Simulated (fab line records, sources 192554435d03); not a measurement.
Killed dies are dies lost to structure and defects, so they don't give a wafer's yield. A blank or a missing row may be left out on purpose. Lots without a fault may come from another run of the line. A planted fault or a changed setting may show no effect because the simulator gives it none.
Which tool did it? | flow n5_finfet | 9 lots, 27 wafers sampled, at 3 steps of a route of 1938

WHAT THE GAUGES READ, wafer by wafer
N5_BEOL_M0_SAQP_INSPECT_16: inspects for defects (brightfield).
lot  | measured     | on                | raw_defect_count
L575 | day 5 11:38  | defect_inspect-01 | 314 300 385
L581 | day 7 01:17  | defect_inspect-01 | 1403 1327 1071
L582 | day 7 07:44  | defect_inspect-02 | 1001 1139 1090
L593 | day 10 01:20 | defect_inspect-01 | 582 543 521
L594 | day 10 05:35 | defect_inspect-02 | 283 436 467
L595 | day 10 13:04 | defect_inspect-02 | 555 359 538
L596 | day 10 19:32 | defect_inspect-02 | 336 426 540
L597 | day 11 03:49 | defect_inspect-02 | 634 607 609
L598 | day 11 11:22 | defect_inspect-02 | 506 423 598

WHICH TOOL RAN EACH LOT (tool, then ch and the chambers of the sampled wafers, then the start)
lot  | N5_BEOL_M0_SAQP_HM_DEP_02    | N5_BEOL_M0_SAQP_PECVD_03
L575 | pvd_sputter-03, day 5 10:45  | pecvd-03 ch 0,2, day 5 10:52
L581 | pvd_sputter-02, day 7 00:24  | pecvd-03 ch 0,2, day 7 00:31
L582 | pvd_sputter-03, day 7 06:51  | pecvd-03 ch 0,1, day 7 06:59
L593 | pvd_sputter-01, day 10 00:28 | pecvd-03 ch 0,1, day 10 00:36
L594 | pvd_sputter-01, day 10 04:49 | pecvd-03 ch 0,1,2, day 10 04:56
L595 | pvd_sputter-02, day 10 12:06 | pecvd-02 ch 0,1, day 10 12:14
L596 | pvd_sputter-01, day 10 18:47 | pecvd-03 ch 0,1, day 10 18:55
L597 | pvd_sputter-03, day 11 02:59 | pecvd-03 ch 0,1,2, day 11 03:10
L598 | pvd_sputter-01, day 11 10:37 | pecvd-01 ch 1,2, day 11 10:44
- N5_BEOL_M0_SAQP_HM_DEP_02: deposits TiN, target thk 12 nm.
- N5_BEOL_M0_SAQP_PECVD_03: deposits SiCN from 3MS/NH3, target thk 12 nm, time 21.1 s.

THE ANSWER, worked out from the rows above alone
Rule: what is usual is taken from the lots themselves. Put in order of their means at a reading, lots are off if they are a third of the lots or fewer, leave a main group of 4 or more, and stand apart from it by a gap of 3 or more times the standard deviation of the main group's means; of several such gaps the widest counts. A main group whose means are all the same, to the digits that the tables above print for the reading, isn't used. A lot without any number at a reading at which 4 lots or more have one is off too. The other lots that the step has rows for count as sound.
Off: L581, L582, at N5_BEOL_M0_SAQP_INSPECT_16 (raw_defect_count). The main group: mean 474, standard deviation 89.
A tool fits if, at a process step before that reading, it ran every lot that is off, and no sound lot after the first of them. The gauges at N5_BEOL_M0_SAQP_INSPECT_16 are tried like those tools. None of those tried fits.

WHAT THE SIMULATOR HAD PUT IN
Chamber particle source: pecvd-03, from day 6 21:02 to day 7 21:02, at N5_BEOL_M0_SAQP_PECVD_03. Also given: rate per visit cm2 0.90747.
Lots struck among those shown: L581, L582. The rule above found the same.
